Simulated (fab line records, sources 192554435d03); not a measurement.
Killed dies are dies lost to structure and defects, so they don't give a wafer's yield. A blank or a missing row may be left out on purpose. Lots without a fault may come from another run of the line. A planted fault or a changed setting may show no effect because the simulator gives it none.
fab line records | flow n5_finfet
record lots=24 wafers=72 last_day=22
route steps=1938 shown SD_EPI_N@271 SD_EPI_P@311 ILD0@345 SDB@365
lots that met no fault: from a run of the same line without faults
start_h: hours from the record's first day to the start of the lot's first wafer shown | wait_h: hours since the lot's step before | " the same as in the row above | L1.1+2: a row that stands for several wafers | - no value, or no start given | * or withheld: withheld | < > ~ a bound
route shown NAME@n: a module of which the file shows steps, and the number in the route of the first | usual: mean/standard deviation of fault-free wafers | same: alike in all rows | chamber/n: place in a boat | sites: the reading at each site | _std_site: their standard deviation | _edge_site: outer sites' mean less inner sites' | radius_mm: how far each site lies from the wafer's centre | mask NAME#n: copy n | behind: the tool/chamber that last shaped the wafer | hold: why the lot was held/for how many hours/how that ended | device: the transistor (n, p or np) that didn't switch | end of line: the same wafers' tests at the end of the route | a step without rows: its recipe alone | killed: dies lost to structure and defects at the first sort, not the wafer's yield | map: a wafer's dies, x killed, . not, _ none there
set.NAME: the setting as run; set.NAME@STEP: as run at that earlier step | model.NAME: the simulator's own value behind a step, which no gauge read
steps of the route over a sample of lots; a table a step, a row a wafer
services: from which hour (start_h, from the record's first day; less than 0 if before it) a tool's chamber was out of use, for how many hours, and why
## steps
# step N5_SD_EPI_N_OVL_MEAS_10
# recipe points_per_wafer=44
# usual SD_N_BLK_OVL=-0.3/0.64
# columns lot.wafer tool chamber start_h wait_h SD_N_BLK_OVL[nm]
L074.1 overlay-01 0 48.67 0.0 -0.1
L074.3 " 0 " " -1.1
L074.5 " 0 " " -0.2
L075.2 overlay-01 0 54.02 0.0 -0.1
L075.4 " 0 " " 1.0
L075.5 " 0 " " 0.9
L076.4 overlay-02 0 59.90 0.0 -1.0
L076.5 " 0 " " -0.2
L076.6 " 0 " " -1.7
L077.1 overlay-01 0 67.69 0.0 0.2
L077.4 " 0 " " -0.5
L077.6 " 0 " " -0.4
L078.4 overlay-02 0 73.24 0.0 0.0
L078.5 " 0 " " -0.1
L078.6 " 0 " " -0.3
L079.1 overlay-02 0 78.84 0.0 -0.2
L079.3 " 0 " " -0.2
L079.4 " 0 " " -1.1
L080.3 overlay-02 0 84.83 0.0 -0.1
L080.4 " 0 " " 0.5
L080.5 " 0 " " 0.4
L081.1 overlay-01 0 90.84 0.0 0.1
L081.2 " 0 " " -0.4
L081.4 " 0 " " 0.5
L082.1 overlay-02 0 98.44 0.0 -0.4
L082.3 " 0 " " 0.4
L082.6 " 0 " " 0.4
L083.2 overlay-02 0 108.19 0.0 -0.2
L083.3 " 0 " " 0.0
L083.4 " 0 " " 0.0
L084.4 overlay-01 0 110.37 0.0 -1.2
L084.5 " 0 " " -0.9
L084.6 " 0 " " -1.2
L085.1 overlay-02 0 117.39 0.0 -0.7
L085.2 " 0 " " 0.0
L085.6 " 0 " " 0.2
L086.3 overlay-02 0 123.20 0.0 -0.2
L086.5 " 0 " " -0.9
L086.6 " 0 " " 0.4
L087.2 overlay-02 0 128.77 0.0 -0.2
L087.4 " 0 " " -1.2
L087.6 " 0 " " -0.9
L088.2 overlay-01 0 133.30 0.0 -0.4
L088.5 " 0 " " 0.0
L088.6 " 0 " " 0.2
L089.1 overlay-01 0 138.83 0.0 -1.5
L089.2 " 0 " " -0.1
L089.3 " 0 " " -0.2
L090.3 overlay-01 0 144.44 0.0 -0.1
L090.5 " 0 " " -0.5
L090.6 " 0 " " -0.5
L091.1 overlay-02 0 151.10 0.0 -0.1
L091.2 " 0 " " -0.3
L091.3 " 0 " " 1.3
L092.1 overlay-01 0 156.50 0.0 -0.3
L092.2 " 0 " " 1.0
L092.5 " 0 " " 0.5
L093.1 overlay-01 0 161.25 0.0 -0.3
L093.4 " 0 " " -1.0
L093.5 " 0 " " -0.7
L094.1 overlay-01 0 168.30 0.0 -0.3
L094.5 " 0 " " 0.4
L094.6 " 0 " " 0.2
L095.4 overlay-02 0 173.28 0.0 -1.3
L095.5 " 0 " " -1.7
L095.6 " 0 " " -0.4
L096.3 overlay-02 0 181.63 0.0 -0.7
L096.4 " 0 " " 1.1
L096.6 " 0 " " 0.7
L097.3 overlay-02 0 192.55 0.0 -0.2
L097.4 " 0 " " -0.9
L097.5 " 0 " " -0.3
# step N5_SD_EPI_N_DESCUM_14
# recipe chemistry=O2 time_s=7.9 source_power_w=50 bias_power_w=20 pressure_mtorr=20 rf_frequency_hz=2.712e+07 temp_c=40 resist=CAR-ArF-block o2_flow_sccm=225
# usual drypump_motor_current_A=5.8/0.42 oes_product_au=0.76/0.082 rf_vpp_V=243.5/1.5 showerhead_plenum_p_Torr=2.11/0.083 temp_c=40.00/0.11 throttle_valve_pct=20.53/0.14
# columns lot.wafer tool chamber start_h wait_h drypump_motor_current_A oes_product_au rf_hours_counter_h rf_vpp_V showerhead_plenum_p_Torr temp_c throttle_valve_pct
L074.1 rie_diel-02 3 48.73 0.0 5.6 0.82 101 242.6 2.03 39.98 20.55
L074.3 " 0 " " 5.6 0.75 150 241.8 2.01 39.91 20.32
L074.5 " 1 " " 5.8 0.78 - 244.4 2.19 39.99 20.34
L075.2 rie_diel-05 0 54.22 0.2 6.3 0.69 228 243.7 2.15 39.89 20.69
L075.4 " 3 " " 6.6 0.74 143 245.5 2.19 40.07 20.53
L075.5 " 3 " " 6.6 0.73 - 244.3 2.19 40.19 20.53
L076.4 rie_diel-05 0 59.96 0.0 6.3 0.70 230 243.7 2.15 39.99 20.69
L076.5 " 2 " " 5.7 0.73 - 245.7 2.17 39.96 20.74
L076.6 " 3 " " 6.6 0.74 - 243.8 2.19 40.00 20.52
L077.1 rie_diel-05 1 67.75 0.0 5.4 0.69 216 240.5 1.99 39.97 20.49
L077.4 " 0 " " 6.3 0.70 233 244.4 2.15 39.91 20.68
L077.6 " 3 " " 6.6 0.74 - 244.3 2.19 39.85 20.52
L078.4 rie_diel-02 1 73.29 0.0 5.8 0.77 130 244.9 2.19 40.07 20.36
L078.5 " 0 " " 5.6 0.73 - 242.0 2.00 39.99 20.33
L078.6 " 3 " " 5.6 0.81 - 241.3 2.02 40.16 20.56
L079.1 rie_diel-02 1 78.90 0.0 5.7 0.76 132 244.5 2.19 39.92 20.39
L079.3 " 2 " " 5.7 0.84 63 244.5 2.21 40.03 20.44
L079.4 " 3 " " 5.6 0.80 111 242.3 2.02 40.02 20.59
L080.3 rie_diel-05 3 84.89 0.0 6.5 0.72 153 245.3 2.19 40.12 20.52
L080.4 " 0 " " 6.3 0.69 240 244.4 2.15 40.08 20.70
L080.5 " 2 " " 5.8 0.72 - 244.3 2.16 39.96 20.72
L081.1 rie_diel-02 1 90.91 0.1 5.7 0.77 135 245.3 2.19 40.03 20.38
L081.2 " 0 " " 5.6 0.73 164 241.7 2.00 39.96 20.33
L081.4 " 2 " " 5.7 0.84 66 244.2 2.20 40.03 20.44
L082.1 rie_diel-02 0 98.50 0.0 5.6 0.73 166 243.3 2.00 39.93 20.31
L082.3 " 1 " " 5.7 0.77 137 244.1 2.19 40.07 20.37
L082.6 " 1 " " 5.7 0.77 - 245.1 2.19 40.04 20.39
L083.2 rie_diel-05 0 108.41 0.2 6.3 0.69 248 244.8 2.14 40.01 20.72
L083.3 " 1 " " 5.4 0.68 231 240.8 1.98 40.23 20.51
L083.4 " 3 " " 6.5 0.71 162 244.8 2.18 39.87 20.56
L084.4 rie_diel-04 3 110.43 0.0 5.1 0.72 209 243.9 2.17 40.07 20.62
L084.5 " 1 " " 5.5 0.95 - 242.6 2.05 39.94 20.51
L084.6 " 0 " " 6.1 0.68 - 240.4 1.97 40.03 20.56
L085.1 rie_diel-02 2 117.45 0.0 5.6 0.83 75 244.8 2.20 40.17 20.46
L085.2 " 0 " " 5.6 0.73 173 242.6 2.00 39.79 20.35
L085.6 " 3 " " 5.6 0.80 - 241.9 2.02 40.13 20.59
L086.3 rie_diel-02 1 123.26 0.0 5.8 0.75 146 245.4 2.18 39.98 20.40
L086.5 " 2 " " 5.6 0.83 - 245.7 2.20 40.14 20.47
L086.6 " 1 " " 5.8 0.75 - 245.8 2.19 40.06 20.39
L087.2 rie_diel-05 2 128.84 0.0 5.7 0.71 206 245.3 2.16 39.98 20.76
L087.4 " 2 " " 5.8 0.70 - 245.3 2.16 40.00 20.76
L087.6 " 2 " " 5.7 0.70 - 244.8 2.16 40.01 20.77
L088.2 rie_diel-04 2 133.68 0.3 5.2 0.71 194 242.7 2.07 40.01 20.46
L088.5 " 0 " " 6.1 0.69 - 242.2 1.97 40.12 20.56
L088.6 " 1 " " 5.5 0.93 - 242.6 2.04 40.01 20.53
L089.1 rie_diel-04 1 138.89 0.0 5.6 0.92 26 242.9 2.04 39.98 20.53
L089.2 " 2 " " 5.2 0.72 195 242.1 2.07 40.02 20.46
L089.3 " 0 " " 6.1 0.68 244 241.7 1.97 40.11 20.58
L090.3 rie_diel-04 3 144.50 0.0 5.1 0.71 221 243.4 2.16 40.04 20.63
L090.5 " 0 " " 6.1 0.68 - 240.2 1.97 39.95 20.58
L090.6 " 3 " " 5.1 0.71 - 244.3 2.16 39.94 20.62
L091.1 rie_diel-04 3 151.26 0.1 5.2 0.70 223 243.8 2.16 39.97 20.64
L091.2 " 2 " " 5.2 0.71 199 242.2 2.07 40.08 20.45
L091.3 " 0 " " 6.1 0.68 248 241.9 1.97 39.89 20.59
L092.1 rie_diel-05 2 156.73 0.2 5.8 0.70 216 244.9 2.15 39.89 20.78
L092.2 " 3 " " 6.6 0.71 183 244.8 2.18 39.95 20.59
L092.5 " 1 " " 5.4 0.67 - 242.5 1.98 39.89 20.53
L093.1 rie_diel-05 3 161.69 0.4 6.6 0.71 185 244.8 2.17 40.01 20.58
L093.4 " 0 " " 6.3 0.95 - 245.2 2.14 39.94 20.35
L093.5 " 3 " " 6.6 0.71 - 244.1 2.17 40.04 20.58
L094.1 rie_diel-05 3 168.36 0.0 6.6 0.70 188 244.5 2.17 40.05 20.58
L094.5 " 0 " " 6.3 0.92 - 243.2 2.14 40.12 20.36
L094.6 " 3 " " 6.6 0.70 - 243.7 2.17 39.98 20.58
L095.4 rie_diel-02 0 173.86 0.5 5.6 0.70 190 242.7 1.99 39.97 20.38
L095.5 " 0 " " 5.6 0.71 - 241.2 1.99 39.99 20.37
L095.6 " 3 " " 5.6 0.78 - 241.7 2.01 39.98 20.61
L096.3 rie_diel-05 2 181.79 0.1 5.7 0.70 226 244.9 2.15 40.12 20.79
L096.4 " 1 " " 5.4 0.97 2 244.7 2.24 39.95 20.16
L096.6 " 3 " " 6.7 0.71 - 244.3 2.17 40.13 20.59
L097.3 rie_diel-04 2 192.73 0.2 5.1 0.69 217 240.4 2.06 39.67 20.48
L097.4 " 0 " " 6.1 0.97 7 246.4 2.23 39.90 20.24
L097.5 " 0 " " 6.1 0.97 - 244.4 2.23 39.79 20.25
# step N5_SD_EPI_P_ETCH_47
# recipe chemistry=CH3F/O2 target=SiOCN target_depth_a=250 mask_material=SOC ion_energy_ev=60 bias_w=29 pressure_mtorr=30 source_w=410 Ar_flow_sccm=150 CH3F_flow_sccm=30 O2_flow_sccm=20
# usual drypump_motor_current_A=5.8/0.36 mfc_ar_sccm=150.0/0.49 oes_product_au=0.81/0.094 rf_vpp_V=126.8/1.5 showerhead_plenum_p_Torr=1.99/0.061 throttle_valve_pct=16.34/0.2
# columns lot.wafer tool chamber start_h wait_h drypump_motor_current_A mfc_ar_sccm oes_product_au rf_hours_counter_h rf_vpp_V showerhead_plenum_p_Torr throttle_valve_pct
L074.1 rie_diel-03 1 54.52 0.1 5.2 150.0 0.73 182 129.4 2.07 16.14
L074.3 " 0 " " 6.0 150.1 0.98 2 129.6 1.97 16.33
L074.5 " 0 " " 6.0 149.7 0.97 - 128.9 1.97 16.33
L075.2 rie_diel-01 0 64.81 0.1 5.4 149.8 0.70 229 124.6 1.98 16.67
L075.4 " 1 " " 5.6 150.1 0.74 195 125.2 1.90 16.56
L075.5 " 0 " " 5.4 150.2 0.69 - 126.2 1.98 16.68
L076.4 rie_diel-06 1 65.80 0.1 6.3 150.1 0.67 233 125.3 1.98 16.71
L076.5 " 2 " " 5.5 150.1 0.85 - 127.9 2.03 16.19
L076.6 " 1 " " 6.3 150.3 0.68 - 125.3 1.98 16.72
L077.1 rie_diel-01 0 72.70 0.1 5.4 149.8 0.68 232 125.8 1.98 16.69
L077.4 " 1 " " 5.6 149.5 0.74 198 126.4 1.90 16.55
L077.6 " 2 " " 5.7 149.1 0.86 - 128.8 2.04 16.41
L078.4 rie_diel-01 0 79.05 0.1 5.4 149.1 0.69 - 126.2 1.98 16.69
L078.5 " 2 " " 5.7 151.1 0.86 - 128.7 2.04 16.42
L078.6 " 1 " " 5.6 149.9 0.73 - 126.8 1.90 16.56
L079.1 rie_diel-03 0 84.63 0.1 6.0 150.3 0.94 10 128.4 1.97 16.35
L079.3 " 2 " " 5.8 149.7 0.89 23 125.3 2.04 16.19
L079.4 " 3 " " 6.2 149.5 0.85 67 125.9 1.94 16.07
L080.3 rie_diel-01 1 90.53 0.1 5.7 150.6 0.74 205 125.3 1.90 16.57
L080.4 " 1 " " 5.6 150.5 0.74 - 126.0 1.90 16.57
L080.5 " 0 " " 5.4 149.4 0.69 - 125.6 1.98 16.67
L081.1 rie_diel-01 3 96.67 0.1 6.1 150.4 1.00 0 125.7 2.05 16.03
L081.2 " 0 " " 5.4 149.8 0.68 241 124.8 1.98 16.70
L081.4 " 2 " " 5.7 149.8 0.85 46 127.5 2.03 16.42
L082.1 rie_diel-03 0 104.06 0.1 6.0 150.4 0.92 16 128.5 1.97 16.37
L082.3 " 3 " " 6.2 149.9 0.84 71 126.9 1.94 16.09
L082.6 " 2 " " 5.9 150.5 0.88 - 126.4 2.04 16.20
L083.2 rie_diel-03 1 113.56 0.1 5.2 149.9 0.71 200 128.6 2.07 16.15
L083.3 " 3 " " 6.1 150.0 0.83 74 125.7 1.94 16.10
L083.4 " 2 " " 5.9 150.3 0.87 31 126.3 2.04 16.19
L084.4 rie_diel-06 1 115.99 0.1 6.2 150.8 0.66 248 124.7 1.97 16.76
L084.5 " 1 " " 6.2 150.3 0.66 - 125.1 1.97 16.76
L084.6 " 2 " " 5.5 150.3 0.82 - 128.5 2.03 16.21
L085.1 rie_diel-06 3 122.87 0.1 5.8 150.4 0.70 214 126.5 1.90 16.20
L085.2 " 1 " " 6.3 150.4 0.66 250 126.1 1.97 16.77
L085.6 " 1 " " 6.3 150.4 0.66 - 125.3 1.97 16.76
L086.3 rie_diel-03 2 128.51 0.1 5.9 149.7 0.87 37 126.0 2.04 16.21
L086.5 " 3 " " 6.2 150.1 0.83 - 125.9 1.94 16.10
L086.6 " 2 " " 5.9 149.2 0.86 - 127.1 2.04 16.23
L087.2 rie_diel-01 3 134.30 0.1 6.1 149.4 0.94 12 123.3 2.04 16.05
L087.4 " 3 " " 6.1 150.2 0.95 - 123.9 2.04 16.07
L087.6 " 1 " " 5.7 150.0 0.71 - 126.2 1.90 16.60
L088.2 rie_diel-03 1 138.97 0.1 5.2 150.1 0.70 208 130.2 2.06 16.18
L088.5 " 0 " " 6.0 149.8 0.90 - 130.0 1.97 16.40
L088.6 " 3 " " 6.1 150.3 0.83 - 126.8 1.94 16.11
L089.1 rie_diel-01 3 145.11 0.1 6.1 150.0 0.95 16 124.5 2.04 16.06
L089.2 " 1 " " 5.6 149.5 0.72 225 125.6 1.90 16.61
L089.3 " 0 " " 5.4 151.3 0.97 1 127.7 1.97 16.23
L090.3 rie_diel-01 2 149.35 0.1 5.7 150.6 0.82 65 128.1 2.03 16.45
L090.5 " 3 " " 6.1 150.4 0.93 - 125.3 2.04 16.06
L090.6 " 2 " " 5.7 150.1 0.83 - 128.8 2.03 16.46
L091.1 rie_diel-06 0 156.24 0.1 6.5 149.5 0.77 136 127.8 2.09 16.27
L091.2 " 3 " " 5.8 149.6 0.70 224 126.7 1.89 16.22
L091.3 " 2 " " 5.5 149.9 0.82 99 126.4 2.03 16.25
L092.1 rie_diel-06 1 162.20 0.1 6.2 148.7 0.96 5 125.5 1.97 16.27
L092.2 " 3 " " 5.8 149.9 0.69 226 126.1 1.89 16.22
L092.5 " 0 " " 6.5 149.8 0.78 - 128.4 2.09 16.28
L093.1 rie_diel-01 2 167.00 0.1 5.7 149.4 0.82 68 129.7 2.03 16.47
L093.4 " 0 " " 5.4 149.8 0.94 9 126.2 1.97 16.24
L093.5 " 2 " " 5.7 149.8 0.83 - 127.6 2.03 16.48
L094.1 rie_diel-01 2 174.07 0.1 5.7 150.6 0.82 70 128.2 2.03 16.49
L094.5 " 3 " " 6.1 149.3 0.92 - 124.6 2.04 16.09
L094.6 " 2 " " 5.7 150.3 0.83 - 127.9 2.03 16.47
L095.4 rie_diel-06 1 180.97 0.1 6.3 150.1 0.94 12 125.0 1.97 16.29
L095.5 " 2 " " 5.5 150.0 0.79 - 126.6 2.02 16.25
L095.6 " 3 " " 5.8 150.0 0.67 - 125.5 1.89 16.25
L096.3 rie_diel-03 1 187.78 0.1 5.2 149.6 0.70 223 128.6 2.06 16.21
L096.4 " 0 " " 6.0 149.8 0.88 41 127.5 1.96 16.42
L096.6 " 0 " " 6.0 150.1 0.88 - 127.9 1.96 16.40
L097.3 rie_diel-06 2 198.06 0.1 5.5 150.6 0.79 112 125.8 2.02 16.26
L097.4 " 1 " " 6.3 149.3 0.92 17 125.1 1.97 16.31
L097.5 " 1 " " 6.3 150.2 0.94 - 124.8 1.97 16.30
# step N5_ILD0_THK_MEAS_13
# usual thk_nm=17.9/0.99
# columns lot.wafer tool chamber start_h wait_h thk_nm
L074.1 film_metro-02 - 66.03 - 16.8
L074.3 " - " " 18.3
L074.5 " - " " 18.3
L075.2 film_metro-02 - 75.24 - 18.0
L075.4 " - " " 16.7
L075.5 " - " " 17.1
L076.4 film_metro-01 - 77.15 - 19.4
L076.5 " - " " 18.2
L076.6 " - " " 18.3
L077.1 film_metro-01 - 83.17 - 17.4
L077.4 " - " " 18.8
L077.6 " - " " 18.5
L078.4 film_metro-01 - 89.33 - 18.5
L078.5 " - " " 17.6
L078.6 " - " " 17.7
L079.1 film_metro-01 - 95.30 - 20.9
L079.3 " - " " 18.6
L079.4 " - " " 19.8
L080.3 film_metro-01 - 101.09 - 15.8
L080.4 " - " " 19.1
L080.5 " - " " 17.0
L081.1 film_metro-01 - 106.91 - 17.8
L081.2 " - " " 16.2
L081.4 " - " " 18.1
L082.1 film_metro-01 - 116.23 - 18.5
L082.3 " - " " 19.5
L082.6 " - " " 19.5
L083.2 film_metro-01 - 124.00 - 19.8
L083.3 " - " " 18.8
L083.4 " - " " 18.8
L084.4 film_metro-01 - 126.30 - 15.7
L084.5 " - " " 17.8
L084.6 " - " " 15.7
L085.1 film_metro-01 - 133.26 - 19.3
L085.2 " - " " 18.1
L085.6 " - " " 18.6
L086.3 film_metro-02 - 139.05 - 17.8
L086.5 " - " " 17.2
L086.6 " - " " 17.7
L087.2 film_metro-02 - 144.52 - 17.9
L087.4 " - " " 16.7
L087.6 " - " " 15.9
L088.2 film_metro-01 - 149.60 - 17.3
L088.5 " - " " 16.6
L088.6 " - " " 17.2
L089.1 film_metro-02 - 155.34 - 18.2
L089.2 " - " " 19.3
L089.3 " - " " 18.8
L090.3 film_metro-02 - 160.09 - 17.7
L090.5 " - " " 18.8
L090.6 " - " " 18.5
L091.1 film_metro-02 - 166.43 - 17.6
L091.2 " - " " 16.6
L091.3 " - " " 16.2
L092.1 film_metro-02 - 172.69 - 16.3
L092.2 " - " " 16.6
L092.5 " - " " 17.3
L093.1 film_metro-02 - 178.35 - 17.6
L093.4 " - " " 17.7
L093.5 " - " " 18.5
L094.1 film_metro-01 - 185.18 - 18.0
L094.5 " - " " 17.1
L094.6 " - " " 18.2
L095.4 film_metro-02 - 192.41 - 18.9
L095.5 " - " " 18.5
L095.6 " - " " 18.5
L096.3 film_metro-01 - 199.54 - 17.0
L096.4 " - " " 17.5
L096.6 " - " " 17.8
L097.3 film_metro-01 - 208.51 - 17.3
L097.4 " - " " 19.1
L097.5 " - " " 18.1
# step N5_ILD0_INSPECT_06
# recipe inspect_instrument=darkfield mode=post_cmp
# usual raw_defect_count=33/16
# columns lot.wafer tool chamber start_h wait_h raw_defect_count
L074.1 defect_inspect-02 - 66.06 0.0 41
L074.3 " - " " 28
L074.5 " - " " 14
L075.2 defect_inspect-02 - 75.27 0.0 47
L075.4 " - " " 62
L075.5 " - " " 50
L076.4 defect_inspect-02 - 77.18 0.0 68
L076.5 " - " " 34
L076.6 " - " " 50
L077.1 defect_inspect-01 - 83.19 0.0 44
L077.4 " - " " 40
L077.6 " - " " 55
L078.4 defect_inspect-02 - 89.36 0.0 26
L078.5 " - " " 31
L078.6 " - " " 60
L079.1 defect_inspect-01 - 95.32 0.0 57
L079.3 " - " " 46
L079.4 " - " " 55
L080.3 defect_inspect-01 - 101.11 0.0 25
L080.4 " - " " 13
L080.5 " - " " 35
L081.1 defect_inspect-01 - 106.93 0.0 54
L081.2 " - " " 31
L081.4 " - " " 40
L082.1 defect_inspect-02 - 116.25 0.0 50
L082.3 " - " " 51
L082.6 " - " " 76
L083.2 defect_inspect-01 - 124.02 0.0 55
L083.3 " - " " 24
L083.4 " - " " 35
L084.4 defect_inspect-02 - 126.32 0.0 21
L084.5 " - " " 20
L084.6 " - " " 33
L085.1 defect_inspect-02 - 133.29 0.0 12
L085.2 " - " " 23
L085.6 " - " " 24
L086.3 defect_inspect-01 - 139.08 0.0 28
L086.5 " - " " 13
L086.6 " - " " 19
L087.2 defect_inspect-01 - 144.54 0.0 11
L087.4 " - " " 9
L087.6 " - " " 28
L088.2 defect_inspect-02 - 149.62 0.0 21
L088.5 " - " " 18
L088.6 " - " " 17
L089.1 defect_inspect-02 - 155.37 0.0 35
L089.2 " - " " 20
L089.3 " - " " 21
L090.3 defect_inspect-02 - 160.12 0.0 22
L090.5 " - " " 37
L090.6 " - " " 20
L091.1 defect_inspect-02 - 166.46 0.0 22
L091.2 " - " " 23
L091.3 " - " " 23
L092.1 defect_inspect-02 - 172.72 0.0 16
L092.2 " - " " 26
L092.5 " - " " 26
L093.1 defect_inspect-02 - 178.37 0.0 33
L093.4 " - " " 37
L093.5 " - " " 66
L094.1 defect_inspect-02 - 185.21 0.0 26
L094.5 " - " " 59
L094.6 " - " " 41
L095.4 defect_inspect-01 - 192.44 0.0 44
L095.5 " - " " 36
L095.6 " - " " 30
L096.3 defect_inspect-02 - 199.57 0.0 31
L096.4 " - " " 59
L096.6 " - " " 38
L097.3 defect_inspect-02 - 208.53 0.0 17
L097.4 " - " " 22
L097.5 " - " " 11
# step N5_SDB_STRIP_22
# recipe chemistry=N2/H2 power_w=1000 temp_c=250 h2_frac=0.65 overash_fraction=0.3 pressure_mtorr=withheld n2_flow_sccm=1750 h2_flow_sccm=3250
# usual drypump_motor_current_A=5.9/0.6 heater_power_w=309/16 oes_product_au=0.715/0.0045 strip_time_to_endpoint_s=96.40/0.29 temp_c=250.01/0.18
# columns lot.wafer tool chamber start_h wait_h drypump_motor_current_A heater_power_w oes_product_au rf_hours_counter_h strip_time_to_endpoint_s temp_c
L074.1 plasma_asher-02 0 67.01 0.1 6.6 322 0.713 39 96.33 250.17
L074.3 " 0 " " 6.6 325 0.714 - 96.17 249.94
L074.5 " 0 " " 6.6 324 0.710 - 96.13 249.75
L075.2 plasma_asher-01 0 76.15 0.1 6.0 281 0.721 81 96.59 250.38
L075.4 " 0 " " 6.0 288 0.724 - 96.59 250.07
L075.5 " 1 " " 6.0 292 0.709 - 96.60 250.10
L076.4 plasma_asher-02 0 77.97 0.1 6.6 328 0.716 - 96.25 249.95
L076.5 " 0 " " 6.7 321 0.715 - 96.65 249.96
L076.6 " 1 " " 5.1 326 0.708 - 96.18 250.16
L077.1 plasma_asher-01 0 83.95 0.1 6.0 284 0.725 83 97.03 250.01
L077.4 " 1 " " 6.0 299 0.707 - 96.39 249.96
L077.6 " 1 " " 6.0 298 0.720 - 96.95 250.08
L078.4 plasma_asher-02 1 90.16 0.1 5.1 320 0.718 - 96.80 249.77
L078.5 " 1 " " 5.1 321 0.709 - 96.75 249.79
L078.6 " 0 " " 6.6 321 0.710 - 96.77 250.05
L079.1 plasma_asher-02 0 96.44 0.1 6.6 325 0.713 45 96.21 250.12
L079.3 " 0 " " 6.7 329 0.713 - 96.47 250.17
L079.4 " 1 " " 5.1 315 0.717 - 95.94 249.94
L080.3 plasma_asher-02 0 102.04 0.1 6.6 334 0.704 - 96.17 250.19
L080.4 " 1 " " 5.1 318 0.714 - 96.49 250.13
L080.5 " 0 " " 6.6 325 0.714 - 96.57 250.03
L081.1 plasma_asher-01 0 107.86 0.1 6.1 295 0.720 88 95.96 250.16
L081.2 " 1 " " 6.0 296 0.714 88 96.62 250.53
L081.4 " 1 " " 6.0 291 0.714 - 96.29 249.75
L082.1 plasma_asher-02 1 117.21 0.1 5.1 320 0.717 49 96.29 250.35
L082.3 " 1 " " 5.1 324 0.714 - 96.28 250.18
L082.6 " 1 " " 5.1 317 0.710 - 96.27 250.08
L083.2 plasma_asher-01 0 124.94 0.1 6.0 288 0.711 91 96.40 250.45
L083.3 " 0 " " 6.0 282 0.716 - 96.43 249.89
L083.4 " 1 " " 6.1 291 0.717 - 96.78 249.91
L084.4 plasma_asher-02 1 127.55 0.1 5.0 311 0.724 - 96.42 250.26
L084.5 " 1 " " 5.1 329 0.714 - 96.21 249.96
L084.6 " 0 " " 6.6 328 0.712 - 96.57 250.24
L085.1 plasma_asher-01 1 134.46 0.1 6.0 300 0.710 93 96.31 249.89
L085.2 " 0 " " 6.0 284 0.712 93 96.71 250.04
L085.6 " 1 " " 6.0 294 0.715 - 96.19 250.19
L086.3 plasma_asher-02 0 139.88 0.1 6.6 313 0.707 - 96.04 250.11
L086.5 " 0 " " 6.6 324 0.715 - 95.80 249.99
L086.6 " 1 " " 5.1 328 0.719 - 95.80 250.06
L087.2 plasma_asher-01 1 145.48 0.1 6.0 296 0.717 96 96.14 250.02
L087.4 " 0 " " 6.0 293 0.712 - 95.75 250.21
L087.6 " 1 " " 6.0 289 0.721 - 96.23 250.02
L088.2 plasma_asher-02 1 150.38 0.1 5.1 318 0.715 56 96.21 249.92
L088.5 " 0 " " 6.6 316 0.720 - 96.57 250.15
L088.6 " 1 " " 5.1 319 0.717 - 96.91 249.81
L089.1 plasma_asher-02 1 156.44 0.1 5.1 325 0.716 56 96.62 250.15
L089.2 " 0 " " 6.6 312 0.707 56 96.67 250.04
L089.3 " 1 " " 5.1 328 0.720 - 96.58 249.84
L090.3 plasma_asher-02 1 161.25 0.3 5.1 326 0.716 - 96.71 249.94
L090.5 " 0 " " 6.7 324 0.722 - 96.45 249.76
L090.6 " 1 " " 5.1 320 0.722 - 96.49 249.92
L091.1 plasma_asher-01 1 167.22 0.1 6.0 304 0.719 100 96.41 250.26
L091.2 " 0 " " 6.0 294 0.708 100 96.20 250.03
L091.3 " 1 " " 6.1 298 0.720 - 96.32 250.04
L092.1 plasma_asher-01 0 174.02 0.1 6.0 281 0.712 102 96.62 249.67
L092.2 " 1 " " 6.0 302 0.718 102 96.21 249.76
L092.5 " 0 " " 6.0 287 0.707 - 96.25 249.80
L093.1 plasma_asher-02 0 179.27 0.1 6.6 325 0.711 62 96.79 250.34
L093.4 " 1 " " 5.1 312 0.707 - 96.60 250.13
L093.5 " 0 " " 6.6 329 0.712 - 96.88 249.94
L094.1 plasma_asher-01 1 185.97 0.1 6.1 295 0.720 105 96.31 249.89
L094.5 " 1 " " 6.1 293 0.710 - 96.20 249.85
L094.6 " 0 " " 6.0 287 0.713 - 96.29 250.13
L095.4 plasma_asher-02 1 193.62 0.1 5.1 326 0.712 - 96.78 249.93
L095.5 " 0 " " 6.6 316 0.712 - 97.09 250.09
L095.6 " 1 " " 5.1 316 0.715 - 96.38 249.75
L096.3 plasma_asher-02 0 200.36 0.1 6.6 319 0.717 - 95.87 250.19
L096.4 " 1 " " 5.1 314 0.715 - 95.98 250.23
L096.6 " 1 " " 5.1 318 0.723 - 96.33 249.99
L097.3 plasma_asher-01 1 209.88 0.1 6.0 305 0.721 - 96.93 249.79
L097.4 " 0 " " 6.1 287 0.717 - 96.20 249.88
L097.5 " 0 " " 6.0 292 0.718 - 96.56 250.02
## services
# columns tool chamber start_h hours kind
rie_diel-06 - 25.45 0.3 repair
rie_diel-01 1 48.99 5.8 repair
plasma_asher-01 - 58.58 1.2 repair
rie_diel-01 3 77.62 - clean
rie_diel-01 3 77.62 - consumable_replace:focus_ring
rie_diel-01 3 77.62 17.9 scheduled_down
rie_diel-01 3 77.62 17.9 vent_cycle
rie_diel-04 3 81.15 6.9 repair
rie_diel-03 - 82.64 0.7 repair
rie_diel-03 3 106.94 1.8 repair
rie_diel-05 0 113.99 - clean
rie_diel-05 0 113.99 - consumable_replace:focus_ring
rie_diel-05 0 113.99 24.4 scheduled_down
rie_diel-05 0 113.99 24.4 vent_cycle
rie_diel-03 0 125.34 6.0 repair
rie_diel-05 1 126.71 2.8 repair
rie_diel-05 2 144.20 3.8 repair
rie_diel-01 2 154.65 6.9 repair
plasma_asher-01 - 159.51 2.8 pm
rie_diel-05 - 172.97 2.8 pm
plasma_asher-01 - 188.82 1.2 repair
rie_diel-01 0 189.86 5.1 repair
plasma_asher-02 - 192.19 0.8 repair
rie_diel-01 2 208.89 1.8 repair
## key
fault none
